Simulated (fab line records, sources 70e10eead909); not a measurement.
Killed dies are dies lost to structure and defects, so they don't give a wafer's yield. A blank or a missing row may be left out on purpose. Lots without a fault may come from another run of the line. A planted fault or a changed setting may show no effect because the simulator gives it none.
Chamber matching | flow nand_harc | NHARC_THIN_TSV_ETCHBACK_48 on rie_diel-13: 4 sister chambers
The step etches the open film in C4F8/Ar, target depth 1028.5 nm, time 405.17 s. 8 wafers are shown with their chamber, then 7 later ones without.

WAFERS WITH THEIR CHAMBER
wafer  | chamber | rf_vpp_V (V) | oes_product_au (a.u.)
L573.5 | 2       | 552          | 0.97
L575.6 | 2       | 551          | 1.00
L580.4 | 0       | 539          | 0.92
L580.5 | 1       | 550          | 0.91
L582.2 | 0       | 543          | 0.92
L582.5 | 1       | 549          | 0.90
L583.3 | 3       | 549          | 0.91
L583.4 | 3       | 549          | 0.91

WAFERS WITHOUT THEIR CHAMBER
wafer  | rf_vpp_V (V) | oes_product_au (a.u.)
L583.5 | 540          | 0.93
L593.2 | 541          | 0.98
L593.4 | 547          | 0.96
L593.6 | 548          | 0.96
L594.1 | 552          | 0.93
L594.3 | 548          | 0.96
L594.5 | 551          | 0.96

WHICH CHAMBER EACH WENT THROUGH
wafer  | from the rows above               | in truth
L583.5 | 0                                 | 0
L593.2 | can't be placed: 0 or 2           | 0
L593.4 | can't be placed: 2 or 3 or 1 or 0 | 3
L593.6 | can't be placed: 2 or 3 or 1      | 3
L594.1 | can't be placed: 3 or 1           | 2
L594.3 | can't be placed: 2 or 3 or 1      | 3
L594.5 | 2                                 | 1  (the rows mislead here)
Placed correctly: 1 of 7. Can't be placed from these rows: 5 (the true chamber is among the candidates in 4). Placed wrongly: 1.
How it was worked out, from the rows above alone: a wafer's distance from a chamber is the root of the sum, over the readings, of the square of ((its reading less the chamber's mean) divided by the reading's scatter). The wafer belongs to the nearest chamber; if the next one is less than 2 further off, it can't be placed. A chamber's mean is the mean of its shown wafers. The scatter: the root of (the sum of the squares of (reading less its chamber's mean) over the shown wafers, divided by (wafers less chambers)).
